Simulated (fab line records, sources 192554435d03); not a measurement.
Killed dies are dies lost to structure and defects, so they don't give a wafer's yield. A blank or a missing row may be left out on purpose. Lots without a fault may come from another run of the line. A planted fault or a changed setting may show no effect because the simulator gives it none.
Split-lot experiment | flow n5_finfet | 7 lots, 21 wafers read, on a route of 1938 steps

THE SPLIT
At N5_MIM_TOP_SPUTTER_03 (material TiN, target thk 35 nm, time 89.7 s), the setting power_w was moved away from the recipe's 3000 W on 8 of the 21 wafers read, by -17.8% to +16.7%. The other wafers ran this setting at the recipe's value.

The reading is taken at the split's own step.

THE READING
TiN_of_MIM_TOP_SPUTTER_03.thk_nm (the simulator's own value, which no gauge read), in nm, at N5_MIM_TOP_SPUTTER_03 (material TiN, target thk 35 nm, time 89.7 s). The file gives no usual value for it. The 13 wafers here that ran the recipe average 34.9 nm, standard deviation 0.36 nm.

wafer  | tool, chamber at the split | power_w as run, W | against the recipe | TiN_of_MIM_TOP_SPUTTER_03.thk_nm, nm | against lot-mates on the recipe
L080.1 | pvd_sputter-02, -          | 3000              | recipe             | 34.4                                 | -
L080.6 | pvd_sputter-02, -          | 3000              | recipe             | 34.4                                 | -
L080.4 | pvd_sputter-02, -          | 3000              | recipe             | 34.6                                 | -
L081.3 | pvd_sputter-03, -          | 3000              | recipe             | 35                                   | -
L081.4 | pvd_sputter-03, -          | 3000              | recipe             | 35.4                                 | -
L081.5 | pvd_sputter-03, -          | 3000              | recipe             | 35.6                                 | -
L085.3 | pvd_sputter-03, -          | 2466              | -17.8%             | 29                                   | -6.2
L085.4 | pvd_sputter-03, -          | 3000              | recipe             | 35.2                                 | -
L085.5 | pvd_sputter-03, -          | 2466              | -17.8%             | 28.8                                 | -6.4
L089.2 | pvd_sputter-03, -          | 3501              | +16.7%             | 40.8                                 | +5.8
L089.4 | pvd_sputter-03, -          | 3000              | recipe             | 35                                   | -
L089.5 | pvd_sputter-03, -          | 3501              | +16.7%             | 41                                   | +6.0
L092.1 | pvd_sputter-03, -          | 3461              | +15.4%             | 40                                   | +5.6
L092.4 | pvd_sputter-03, -          | 3000              | recipe             | 34.4                                 | -
L092.6 | pvd_sputter-03, -          | 3461              | +15.4%             | 39.8                                 | +5.4
L095.3 | pvd_sputter-01, -          | 2568              | -14.4%             | 29.8                                 | -5.2
L095.4 | pvd_sputter-01, -          | 3000              | recipe             | 35                                   | -
L095.5 | pvd_sputter-01, -          | 2568              | -14.4%             | 30                                   | -5.0
L094.3 | pvd_sputter-02, -          | 3000              | recipe             | 35                                   | -
L094.4 | pvd_sputter-02, -          | 3000              | recipe             | 35                                   | -
L094.5 | pvd_sputter-02, -          | 3000              | recipe             | 35                                   | -

THE FIT
A straight line over all 21 wafers: TiN_of_MIM_TOP_SPUTTER_03.thk_nm changes by +0.342 nm for each +1% of power_w; r = +1.00; the points scatter about the line by 0.33 nm.
The same after taking each lot's own level away (the mean of its wafers on the recipe; 21 wafers): +0.355 nm for each +1%; r = +1.00; scatter 0.13 nm.
On that fit, the largest move of power_w shifts the reading by 6.3 nm.
The lots' own levels span 34.40 to 35.33 nm, that is 2.6 times the standard deviation above.
So the lot-to-lot level changes the slope little: the two slopes agree.
Check: with one of the wafers moved furthest among these (-17.8%) left out of the fit, the line predicts -6.34 nm for it against its lot-mates. It came out at -6.2 nm against them.

OTHER SPLITS ON THESE WAFERS
These wafers also went through other splits before the reading. Each is held against what the fit with the lots' levels taken away leaves over:
other split on the same wafers | wafers away from the commonest value | r with TiN_of_MIM_TOP_SPUTTER_03.thk_nm (lot level and that fit taken away)
N5_BEOL_M15_COAT_04 spin_rpm   | 3                                    | -0.21

THE FILE'S OWN FIT
TiN_of_MIM_TOP_SPUTTER_03.thk_nm changes by +0.355 nm for each +1% of power_w, r = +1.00.
